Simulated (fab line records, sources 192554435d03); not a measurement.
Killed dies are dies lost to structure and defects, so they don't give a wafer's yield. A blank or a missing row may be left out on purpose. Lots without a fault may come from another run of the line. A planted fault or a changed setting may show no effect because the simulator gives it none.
Which tool did it? | flow n5_finfet | 9 lots, 26 wafers sampled, at 7 steps of a route of 1938

WHAT THE GAUGES READ, wafer by wafer
N5_BEOL_M4_RC_MEAS_101. Usual: DIBL_N 36.5 mV/V, standard deviation 1.8; DIBL_P 36.5 mV/V, standard deviation 2.1; IOFF_N 0.17 nA/um, standard deviation 0.031; IOFF_P 0.22 nA/um, standard deviation 0.036; ION_N 677 uA/um, standard deviation 11; ION_P 463 uA/um, standard deviation 8; SS_N 71.6 mV/dec, standard deviation 0.61; SS_P 73.3 mV/dec, standard deviation 0.63; VT_N 249 mV, standard deviation 3.1; VT_P -250 mV, standard deviation 3.3.
lot  | measured     | on        | DIBL_N (mV/V)  | DIBL_P (mV/V)  | IOFF_N (nA/um) | IOFF_P (nA/um) | ION_N (uA/um) | ION_P (uA/um) | SS_N (mV/dec)  | SS_P (mV/dec)  | VT_N (mV)   | VT_P (mV)      | flag
L195 | day 8 08:12  | prober-01 | 37.0 34.9 37.0 | 37.2 34.1 35.9 | 0.18 0.14 0.17 | 0.21 0.16 0.19 | 689 662 683   | 466 451 453   | 71.7 70.4 71.9 | 73.5 72.6 73.4 | 244 251 248 | -254 -255 -254 |
L201 | day 9 19:58  | prober-01 | 36.8 33.8 35.6 | 35.8 32.8 34.7 | 0.16 0.12 0.15 | 0.21 0.16 0.19 | 675 673 670   | 460 459 461   | 71.4 71.0 71.0 | 73.3 72.4 72.5 | 248 251 249 | -249 -254 -248 |
L200 | day 9 20:15  | prober-02 | 35.0 35.7 33.9 | 35.6 36.2 34.9 | 0.13 0.15 0.13 | 0.19 0.20 0.18 | 667 678 675   | 465 467 463   | 70.8 71.3 70.9 | 73.1 73.9 72.5 | 249 249 251 | -251 -253 -251 |
L202 | day 10 03:37 | prober-02 | 35.0 35.3 36.3 | 34.7 34.6 35.7 | 0.15 0.16 0.16 | 0.20 0.20 0.21 | 676 677 678   | 462 465 462   | 71.1 70.5 71.2 | 73.3 72.5 73.3 | 247 246 250 | -251 -251 -251 |
L204 | day 10 20:40 | prober-01 | 36.4 38.2 37.4 | 35.0 36.7 35.6 | 0.18 0.20 0.20 | 0.20 0.22 0.21 | 679 675 672   | 454 452 452   | 71.9 72.8 71.6 | 72.7 73.5 73.1 | 246 248 246 | -252 -250 -252 |
L206 | day 11 03:25 | prober-01 | 36.8 37.6 34.3 | 35.4 35.9 33.2 | 0.17 0.19 0.14 | 0.22 0.24 0.20 | 663 664 667   | 456 454 457   | 71.9 72.6 71.6 | 73.8 73.5 72.9 | 250 248 250 | -248 -249 -249 |
L213 | day 12 10:23 | prober-02 | 37.5 36.0 36.7 | 38.0 36.8 37.7 | 0.20 0.18 0.19 | 0.29 0.27 0.30 | 688 694 692   | 475 482 478   | 72.0 71.0 71.7 | 73.8 73.5 73.9 | 246 246 248 | -242 -243 -241 |
L215 | day 13 21:04 | prober-02 | 33.1 36.2      | 32.2 36.9      | 0.11 0.17      | 0.17 0.22      | 649 664       | 458 463       | 70.5 72.0      | 72.9 72.4      | 253 251     | -252 -249      |
L217 | day 14 23:12 | prober-01 | 37.0 40.1 38.5 | 35.4 39.8 38.1 | 0.15 0.20 0.18 | 0.20 0.28 0.25 | 662 673 667   | 456 465 461   | 72.7 72.6 71.9 | 72.6 74.4 73.8 | 253 251 248 | -251 -245 -247 |

N5_BEOL_M9_OCD_MEAS_38. Usual: trench_depth_nm 151.0 nm, standard deviation 2.9.
lot  | measured     | on     | trench_depth_nm (nm) | flag
L195 | day 10 05:38 | ocd-02 | 152.6 150.0 150.1    |
L201 | day 11 13:54 | ocd-02 | 152.1 155.6 156.7    |
L200 | day 11 16:11 | ocd-02 | 148.5 150.8 150.7    |
L202 | day 11 23:28 | ocd-01 | 157.8 147.1 151.0    |
L204 | day 12 16:38 | ocd-01 | 148.2 150.1 150.3    |
L206 | day 13 00:56 | ocd-02 | 149.0 153.3 149.6    |
L213 | day 14 05:20 | ocd-01 | 147.3 145.4 153.6    |
L215 | day 16 04:02 | ocd-02 | 153.9 150.4          |
L217 | day 16 20:56 | ocd-01 | 147.8 147.1 150.3    |

N5_BEOL_M9_THK_MEAS_53: measures by xrf. Usual: M9_THK 142 nm, standard deviation 3.2.
lot  | measured     | on            | M9_THK (nm) | flag
L195 | day 10 09:33 | film_metro-01 | 144 144 141 |
L201 | day 11 17:15 | film_metro-01 | 143 146 147 |
L200 | day 11 18:44 | film_metro-01 | 140 143 143 |
L202 | day 12 02:05 | film_metro-01 | 148 142 140 |
L204 | day 12 18:50 | film_metro-02 | 138 137 139 |
L206 | day 13 04:24 | film_metro-02 | 140 141 253 | OFF
L213 | day 14 07:23 | film_metro-02 | 140 138 146 |
L215 | day 16 07:49 | film_metro-01 | 146 143     |
L217 | day 16 23:10 | film_metro-01 | 138 139 142 |

N5_BEOL_M9_INSPECT_58: inspects for defects (darkfield). Usual: raw_defect_count 77, standard deviation 24.
lot  | measured     | on                | raw_defect_count | flag
L195 | day 10 09:43 | defect_inspect-02 | 90 37 54         |
L201 | day 11 17:25 | defect_inspect-02 | 91 74 73         |
L200 | day 11 18:54 | defect_inspect-02 | 65 78 73         |
L202 | day 12 02:15 | defect_inspect-01 | 82 62 95         |
L204 | day 12 19:00 | defect_inspect-01 | 79 43 80         |
L206 | day 13 04:34 | defect_inspect-02 | 52 53 4216       | OFF
L213 | day 14 07:33 | defect_inspect-02 | 139 136 164      |
L215 | day 16 07:58 | defect_inspect-02 | 67 50            |
L217 | day 16 23:20 | defect_inspect-02 | 56 72 63         |

WHICH TOOL RAN EACH LOT (tool, then ch and the chambers of the sampled wafers, then the start)
lot  | N5_BEOL_M9_ALD_74                   | N5_BEOL_M9_SURFACE_TREAT_79  | N5_BEOL_M9_CMP_52
L195 | ald_metal-01 ch 0,1,3, day 10 06:30 | pvd_sputter-02, day 10 08:14 | cmp-04 ch 1,2,3, day 10 09:15
L201 | ald_metal-02 ch 0,3, day 11 15:05   | pvd_sputter-01, day 11 16:14 | cmp-03 ch 0,1, day 11 16:58
L200 | ald_metal-01 ch 0,2, day 11 17:23   | pvd_sputter-01, day 11 17:43 | cmp-03 ch 0,1,3, day 11 18:27
L202 | ald_metal-02 ch 1,2,3, day 12 00:37 | pvd_sputter-03, day 12 00:55 | cmp-04 ch 1,2,3, day 12 01:47
L204 | ald_metal-02 ch 1,2, day 12 17:27   | pvd_sputter-01, day 12 17:45 | cmp-04 ch 1,2, day 12 18:32
L206 | ald_metal-02 ch 0,2,3, day 13 02:10 | pvd_sputter-01, day 13 02:39 | cmp-04 ch 1,2,3, day 13 04:08
L213 | ald_metal-01 ch 0,1, day 14 05:56   | pvd_sputter-01, day 14 06:14 | cmp-03 ch 0,1,3, day 14 07:10
L215 | ald_metal-02 ch 0,2, day 16 04:55   | pvd_sputter-03, day 16 05:44 | cmp-01 ch 2,3, day 16 07:35
L217 | ald_metal-02 ch 0,1,2, day 16 21:41 | pvd_sputter-03, day 16 21:58 | cmp-03 ch 2,3, day 16 22:55
- N5_BEOL_M9_ALD_74: deposits TaN, target thk 2 nm, pulse time 2 s, purge time 3 s.
- N5_BEOL_M9_SURFACE_TREAT_79
- N5_BEOL_M9_CMP_52: polishes, stops on SiCOH lowk, t overpolish 7 s, target thk 140 nm.

WHAT THE TOOLS THEMSELVES READ (means of the sampled wafers that have a number; where no wafer has one, the mark that the record gives instead)
N5_BEOL_M9_ALD_74. Usual: heater_power_w 415 W, standard deviation 36.
lot  | tool         | heater_power_w (W) | flag
L195 | ald_metal-01 | 411                |
L201 | ald_metal-02 | 462                |
L200 | ald_metal-01 | 452                |
L202 | ald_metal-02 | 423                |
L204 | ald_metal-02 | 394                |
L206 | ald_metal-02 | 433                |
L213 | ald_metal-01 | 453                |
L215 | ald_metal-02 | 419                |
L217 | ald_metal-02 | 403                |

N5_BEOL_M9_CMP_52. Usual: barrier_field_endpoint_s 29.1 s, standard deviation 0.87; motor_current_A 5.7 A, standard deviation 0.61; overpolish_run_s 6.999 s, standard deviation 0.0093; time_to_endpoint_s 67 s, standard deviation 4.2.
lot  | tool   | barrier_field_endpoint_s (s) | motor_current_A (A) | overpolish_run_s (s) | time_to_endpoint_s (s) | flag
L195 | cmp-04 | 29.1                         | 5.7                 | 7.007                | 68                     |
L201 | cmp-03 | 29.7                         | 5.9                 | 7.000                | 71                     |
L200 | cmp-03 | 28.8                         | 6.1                 | 7.004                | 69                     |
L202 | cmp-04 | 29.0                         | 5.7                 | 7.011                | 67                     |
L204 | cmp-04 | 27.9                         | 5.2                 | 6.998                | 60                     |
L206 | cmp-04 | 35.1                         | 5.7                 | 4.674                | 75                     | OFF
L213 | cmp-03 | 29.8                         | 6.1                 | 7.004                | 73                     |
L215 | cmp-01 | 29.9                         | 6.6                 | 6.988                | 70                     |
L217 | cmp-03 | 29.5                         | 6.0                 | 6.995                | 66                     |

THE ANSWER, worked out from the rows above alone
Rule: a lot is off if the mean of its wafers that have a number lies more than 3 standard deviations from the usual mean. A lot without any number at a reading at which 4 lots or more have one is off too. The other lots that the step has rows for count as sound. The gauges are gone through in route order, then the tools' own readings, and for those a lot's mean is taken as printed above. The first step at which some lot is off is used, and at that step the reading that is off furthest; a lot without a number counts as furthest.
Off: L206, at N5_BEOL_M9_THK_MEAS_53 (M9_THK).
A tool fits if, at a process step before that reading, it ran every lot that is off, and no sound lot after the first of them. The gauges at N5_BEOL_M9_THK_MEAS_53 aren't tried: what is off there is off at N5_BEOL_M9_INSPECT_58 too, on other tools, and a gauge's error can't cause that. One fits: cmp-04 at N5_BEOL_M9_CMP_52. Its last sound lot is L204 (day 12 18:32), its first lot that is off L206 (day 13 04:08): a fault that began between those two fits.
The tool's own readings at N5_BEOL_M9_CMP_52 bear it out: on the lots that are off they differ by more than 5 times the standard deviation of the sound lots' means. barrier_field_endpoint_s reads 35.1 s there against 29.2 s on the sound lots; overpolish_run_s reads 4.674 s there against 7.001 s on the sound lots.

WHAT THE SIMULATOR HAD PUT IN
Process parameter drift: cmp-04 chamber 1, from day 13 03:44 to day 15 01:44, at N5_BEOL_M9_CMP_52. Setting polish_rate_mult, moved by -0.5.
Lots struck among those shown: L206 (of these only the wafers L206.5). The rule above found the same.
